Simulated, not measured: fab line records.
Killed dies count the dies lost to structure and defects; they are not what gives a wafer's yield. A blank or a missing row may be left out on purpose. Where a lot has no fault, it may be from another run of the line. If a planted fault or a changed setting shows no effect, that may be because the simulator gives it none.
Which tool did it? / flow n5Finfet / 33 wafers from 12 lots sampled at 5 of the route's 1938 steps

WHAT THE GAUGES READ, wafer by wafer
N5_MIM_TOP_LITHO_CD_MEAS_08: the cd target is 2000 nm. Usual: cdNm reads 2000.3 nm (standard deviation 2).
lot=L975; measured=day 12 16:07; on=cdSem-03; cdNm (nm)=2000.3 2002.0 2001.6; flag=
lot=L976; measured=day 13 06:28; on=cdSem-02; cdNm (nm)=1996.9 1998.6 1999.3; flag=
lot=L982; measured=day 14 05:17; on=cdSem-03; cdNm (nm)=1999.6 2003.1; flag=
lot=L980; measured=day 14 07:13; on=cdSem-03; cdNm (nm)=1999.3 2001.4 2002.9; flag=
lot=L981; measured=day 14 14:52; on=cdSem-03; cdNm (nm)=1999.0 1999.5; flag=
lot=L983; measured=day 15 01:43; on=cdSem-02; cdNm (nm)=2000.0 1999.9 1995.4; flag=
lot=L985; measured=day 15 19:25; on=cdSem-02; cdNm (nm)=1998.6 2002.1; flag=
lot=L984; measured=day 15 20:23; on=cdSem-02; cdNm (nm)=1999.1 1967.6 2001.3; flag=OFF
lot=L987; measured=day 16 03:36; on=cdSem-02; cdNm (nm)=1996.8 1999.4 2000.2; flag=
lot=L991; measured=day 16 08:20; on=cdSem-01; cdNm (nm)=2003.1 1970.0 2002.9; flag=OFF
lot=L995; measured=day 17 22:14; on=cdSem-01; cdNm (nm)=2000.2 2001.7 1996.7; flag=
lot=L997; measured=day 17 22:48; on=cdSem-01; cdNm (nm)=2001.0 1999.2 1999.3; flag=

TOOL THAT RAN EACH LOT (tool first, then ch and the chambers of the sampled wafers, then the start)
lot=L975; N5_BEOL_M15_DEGAS_41=pvdSputter-03, day 12 10:10; N5_BEOL_M15_SPUTTER_44=pvdSputter-03, day 12 10:20; N5_MIM_BOT_SPUTTER_00=pvdSputter-02, day 12 13:36; N5_MIM_TOP_LITHO_EXPOSE_05=krfScanner-01 ch 0, day 12 15:57
lot=L976; N5_BEOL_M15_DEGAS_41=pvdSputter-03, day 13 01:34; N5_BEOL_M15_SPUTTER_44=pvdSputter-03, day 13 01:43; N5_MIM_BOT_SPUTTER_00=pvdSputter-01, day 13 04:49; N5_MIM_TOP_LITHO_EXPOSE_05=krfScanner-01 ch 0, day 13 06:17
lot=L982; N5_BEOL_M15_DEGAS_41=pvdSputter-03, day 14 00:16; N5_BEOL_M15_SPUTTER_44=pvdSputter-03, day 14 00:26; N5_MIM_BOT_SPUTTER_00=pvdSputter-03, day 14 03:20; N5_MIM_TOP_LITHO_EXPOSE_05=krfScanner-02 ch 0, day 14 05:06
lot=L980; N5_BEOL_M15_DEGAS_41=pvdSputter-01, day 14 00:43; N5_BEOL_M15_SPUTTER_44=pvdSputter-01, day 14 00:53; N5_MIM_BOT_SPUTTER_00=pvdSputter-01, day 14 03:44; N5_MIM_TOP_LITHO_EXPOSE_05=krfScanner-01 ch 0, day 14 07:03
lot=L981; N5_BEOL_M15_DEGAS_41=pvdSputter-01, day 14 07:58; N5_BEOL_M15_SPUTTER_44=pvdSputter-01, day 14 08:08; N5_MIM_BOT_SPUTTER_00=pvdSputter-02, day 14 13:00; N5_MIM_TOP_LITHO_EXPOSE_05=krfScanner-02 ch 0, day 14 14:43
lot=L983; N5_BEOL_M15_DEGAS_41=pvdSputter-01, day 14 20:13; N5_BEOL_M15_SPUTTER_44=pvdSputter-01, day 14 20:23; N5_MIM_BOT_SPUTTER_00=pvdSputter-01, day 14 23:56; N5_MIM_TOP_LITHO_EXPOSE_05=krfScanner-02 ch 0, day 15 01:32
lot=L985; N5_BEOL_M15_DEGAS_41=pvdSputter-03, day 15 09:32; N5_BEOL_M15_SPUTTER_44=pvdSputter-03, day 15 09:41; N5_MIM_BOT_SPUTTER_00=pvdSputter-03, day 15 13:26; N5_MIM_TOP_LITHO_EXPOSE_05=krfScanner-02 ch 0, day 15 19:15
lot=L984; N5_BEOL_M15_DEGAS_41=pvdSputter-02, day 15 09:37; N5_BEOL_M15_SPUTTER_44=pvdSputter-02, day 15 09:46; N5_MIM_BOT_SPUTTER_00=pvdSputter-02, day 15 18:43; N5_MIM_TOP_LITHO_EXPOSE_05=krfScanner-02 ch 0, day 15 20:13
lot=L987; N5_BEOL_M15_DEGAS_41=pvdSputter-01, day 15 22:07; N5_BEOL_M15_SPUTTER_44=pvdSputter-01, day 15 22:16; N5_MIM_BOT_SPUTTER_00=pvdSputter-03, day 16 02:18; N5_MIM_TOP_LITHO_EXPOSE_05=krfScanner-01 ch 0, day 16 03:25
lot=L991; N5_BEOL_M15_DEGAS_41=pvdSputter-03, day 16 03:07; N5_BEOL_M15_SPUTTER_44=pvdSputter-03, day 16 03:17; N5_MIM_BOT_SPUTTER_00=pvdSputter-02, day 16 06:38; N5_MIM_TOP_LITHO_EXPOSE_05=krfScanner-02 ch 0, day 16 08:10
lot=L995; N5_BEOL_M15_DEGAS_41=pvdSputter-01, day 17 16:40; N5_BEOL_M15_SPUTTER_44=pvdSputter-01, day 17 16:49; N5_MIM_BOT_SPUTTER_00=pvdSputter-01, day 17 20:53; N5_MIM_TOP_LITHO_EXPOSE_05=krfScanner-01 ch 0, day 17 22:04
lot=L997; N5_BEOL_M15_DEGAS_41=pvdSputter-01, day 17 18:06; N5_BEOL_M15_SPUTTER_44=pvdSputter-01, day 17 18:16; N5_MIM_BOT_SPUTTER_00=pvdSputter-03, day 17 21:11; N5_MIM_TOP_LITHO_EXPOSE_05=krfScanner-01 ch 0, day 17 22:38
- N5_BEOL_M15_DEGAS_41: time 60 s.
- N5_BEOL_M15_SPUTTER_44: material Ta, target thk 15 nm, time 24.19 s.
- N5_MIM_BOT_SPUTTER_00: material TiN, target thk 35 nm, time 89.7 s.
- N5_MIM_TOP_LITHO_EXPOSE_05: exposes mask MIM TOP, target cd 2000 nm.

AS READ BY THE TOOLS THEMSELVES (means over the sampled wafers that have a number; for cases with no such wafer, the mark the record gives instead)
N5_BEOL_M15_DEGAS_41. Usual: heaterPowerW reads 446 W (standard deviation 29).
lot=L975; tool=pvdSputter-03; heaterPowerW (W)=439; flag=
lot=L976; tool=pvdSputter-03; heaterPowerW (W)=450; flag=
lot=L982; tool=pvdSputter-03; heaterPowerW (W)=416; flag=
lot=L980; tool=pvdSputter-01; heaterPowerW (W)=461; flag=
lot=L981; tool=pvdSputter-01; heaterPowerW (W)=436; flag=
lot=L983; tool=pvdSputter-01; heaterPowerW (W)=459; flag=
lot=L985; tool=pvdSputter-03; heaterPowerW (W)=440; flag=
lot=L984; tool=pvdSputter-02; heaterPowerW (W)=434; flag=
lot=L987; tool=pvdSputter-01; heaterPowerW (W)=453; flag=
lot=L991; tool=pvdSputter-03; heaterPowerW (W)=440; flag=
lot=L995; tool=pvdSputter-01; heaterPowerW (W)=442; flag=
lot=L997; tool=pvdSputter-01; heaterPowerW (W)=441; flag=

N5_BEOL_M15_SPUTTER_44. Usual: throttleValvePct reads 30.6 % (standard deviation 0.79).
lot=L975; tool=pvdSputter-03; throttleValvePct (%)=30.7; flag=
lot=L976; tool=pvdSputter-03; throttleValvePct (%)=31.2; flag=
lot=L982; tool=pvdSputter-03; throttleValvePct (%)=30.4; flag=
lot=L980; tool=pvdSputter-01; throttleValvePct (%)=29.9; flag=
lot=L981; tool=pvdSputter-01; throttleValvePct (%)=30.4; flag=
lot=L983; tool=pvdSputter-01; throttleValvePct (%)=30.0; flag=
lot=L985; tool=pvdSputter-03; throttleValvePct (%)=31.1; flag=
lot=L984; tool=pvdSputter-02; throttleValvePct (%)=31.5; flag=
lot=L987; tool=pvdSputter-01; throttleValvePct (%)=30.2; flag=
lot=L991; tool=pvdSputter-03; throttleValvePct (%)=30.8; flag=
lot=L995; tool=pvdSputter-01; throttleValvePct (%)=29.8; flag=
lot=L997; tool=pvdSputter-01; throttleValvePct (%)=30.2; flag=

N5_MIM_BOT_SPUTTER_00. Usual: throttleValvePct reads 30.8 % (standard deviation 0.86).
lot=L975; tool=pvdSputter-02; throttleValvePct (%)=31.1; flag=
lot=L976; tool=pvdSputter-01; throttleValvePct (%)=30.3; flag=
lot=L982; tool=pvdSputter-03; throttleValvePct (%)=31.1; flag=
lot=L980; tool=pvdSputter-01; throttleValvePct (%)=29.8; flag=
lot=L981; tool=pvdSputter-02; throttleValvePct (%)=32.0; flag=
lot=L983; tool=pvdSputter-01; throttleValvePct (%)=29.8; flag=
lot=L985; tool=pvdSputter-03; throttleValvePct (%)=32.0; flag=
lot=L984; tool=pvdSputter-02; throttleValvePct (%)=30.0; flag=
lot=L987; tool=pvdSputter-03; throttleValvePct (%)=31.3; flag=
lot=L991; tool=pvdSputter-02; throttleValvePct (%)=31.5; flag=
lot=L995; tool=pvdSputter-01; throttleValvePct (%)=29.7; flag=
lot=L997; tool=pvdSputter-03; throttleValvePct (%)=31.5; flag=

N5_MIM_TOP_LITHO_EXPOSE_05. Usual: focusOffsetNm reads -0.1 nm (standard deviation 0.44).
lot=L975; tool=krfScanner-01; focusOffsetNm (nm)=-0.4; flag=
lot=L976; tool=krfScanner-01; focusOffsetNm (nm)=0.1; flag=
lot=L982; tool=krfScanner-02; focusOffsetNm (nm)=0.0; flag=
lot=L980; tool=krfScanner-01; focusOffsetNm (nm)=-0.1; flag=
lot=L981; tool=krfScanner-02; focusOffsetNm (nm)=0.2; flag=
lot=L983; tool=krfScanner-02; focusOffsetNm (nm)=0.0; flag=
lot=L985; tool=krfScanner-02; focusOffsetNm (nm)=0.2; flag=
lot=L984; tool=krfScanner-02; focusOffsetNm (nm)=-0.3; flag=
lot=L987; tool=krfScanner-01; focusOffsetNm (nm)=-0.2; flag=
lot=L991; tool=krfScanner-02; focusOffsetNm (nm)=-0.3; flag=
lot=L995; tool=krfScanner-01; focusOffsetNm (nm)=0.3; flag=
lot=L997; tool=krfScanner-01; focusOffsetNm (nm)=0.2; flag=

THE ANSWER, worked out from the rows above alone
Rule: take the mean of a lot's wafers that have a number; if it is more than 3 standard deviations from the usual mean, the lot is off. A lot without any number at a reading at which 4 lots or more have one is off too. The other lots that the step has rows for count as sound. First the gauges in route order, then the tools' own readings, where a lot's mean is used as printed above. At the first step where some lot is off, the reading lying furthest off is the one used; lots without a number count as furthest.
Off at N5_MIM_TOP_LITHO_CD_MEAS_08 (cdNm): L984, L991.
A tool fits if, at a process step before that reading, it ran every lot that is off, and no sound lot after the first of them. Gauges at N5_MIM_TOP_LITHO_CD_MEAS_08: tried the same way as those tools. 2 tools fit, pvdSputter-02 at N5_MIM_BOT_SPUTTER_00 and krfScanner-02 at N5_MIM_TOP_LITHO_EXPOSE_05, so this cannot tell which one it is.

WHAT THE SIMULATOR HAD INSERTED
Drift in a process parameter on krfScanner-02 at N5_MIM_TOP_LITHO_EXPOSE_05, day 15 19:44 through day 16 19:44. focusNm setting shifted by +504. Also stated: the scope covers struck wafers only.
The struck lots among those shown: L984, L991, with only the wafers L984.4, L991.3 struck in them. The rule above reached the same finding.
